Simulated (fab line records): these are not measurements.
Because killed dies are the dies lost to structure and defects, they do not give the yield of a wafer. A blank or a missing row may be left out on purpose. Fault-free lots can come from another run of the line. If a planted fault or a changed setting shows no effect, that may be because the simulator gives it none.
What tool caused it?	flow n5_finfet	12 lots, 36 wafers sampled, at 2 steps of a route of 1938

WHAT THE GAUGES READ, wafer by wafer
N5_ZERO_LAYER_INSPECT_20: inspects for defects (darkfield).
lot	measured	on	raw_defect_count
L075	day 1 19:25	defect_inspect-01	44 54 45
L077	day 2 07:27	defect_inspect-01	58 84 107
L079	day 2 19:15	defect_inspect-01	46 78 46
L081	day 3 07:15	defect_inspect-02	30 27 28
L083	day 3 19:56	defect_inspect-01	19 40 37
L085	day 4 07:28	defect_inspect-01	29 30 35
L087	day 4 19:31	defect_inspect-02	41 50 38
L089	day 5 07:23	defect_inspect-01	19 18 19
L091	day 5 19:20	defect_inspect-02	39 24 34
L093	day 6 07:25	defect_inspect-02	30 37 28
L095	day 6 19:24	defect_inspect-01	24 36 30
L097	day 7 08:05	defect_inspect-02	77 43 26

WHICH TOOL RAN EACH LOT (tool, then ch and the chambers of the sampled wafers, then the start)
lot	N5_ZERO_LAYER_PECVD_02
L075	pecvd-01 ch 0,1, day 1 18:17
L077	pecvd-04 ch 0,1, day 2 06:28
L079	pecvd-01 ch 0,2, day 2 18:17
L081	pecvd-04 ch 0,1,2, day 3 06:17
L083	pecvd-04 ch 0,2, day 3 18:28
L085	pecvd-03 ch 0,1,2, day 4 06:17
L087	pecvd-04 ch 0,2, day 4 18:17
L089	pecvd-04 ch 0,1, day 5 06:17
L091	pecvd-04 ch 0,2, day 5 18:17
L093	pecvd-03 ch 0,2, day 6 06:17
L095	pecvd-03 ch 0,1, day 6 18:17
L097	pecvd-03 ch 0,1, day 7 06:17
- N5_ZERO_LAYER_PECVD_02: deposits SiO2 from SiH4/N2O, target thk 10 nm, time 6 s.

THE ANSWER, worked out from the rows above alone
Rule: usual is defined by the lots themselves. The widest of any qualifying gaps counts: lots, ordered by their means at a reading, are off when they make up no more than a third of the lots, leave a main group of 4 or more, and stand apart from it by 3 or more times the standard deviation of that group's means. The tables above print the reading to a certain number of digits; a main group whose means all agree to those digits is not used. Also off: a lot with no number at a reading for which 4 or more lots have one. All remaining lots with rows at the step are treated as sound.
No lot is off at any reading shown: from this, nothing can be told.

WHAT HAD BEEN PUT IN BY THE SIMULATOR
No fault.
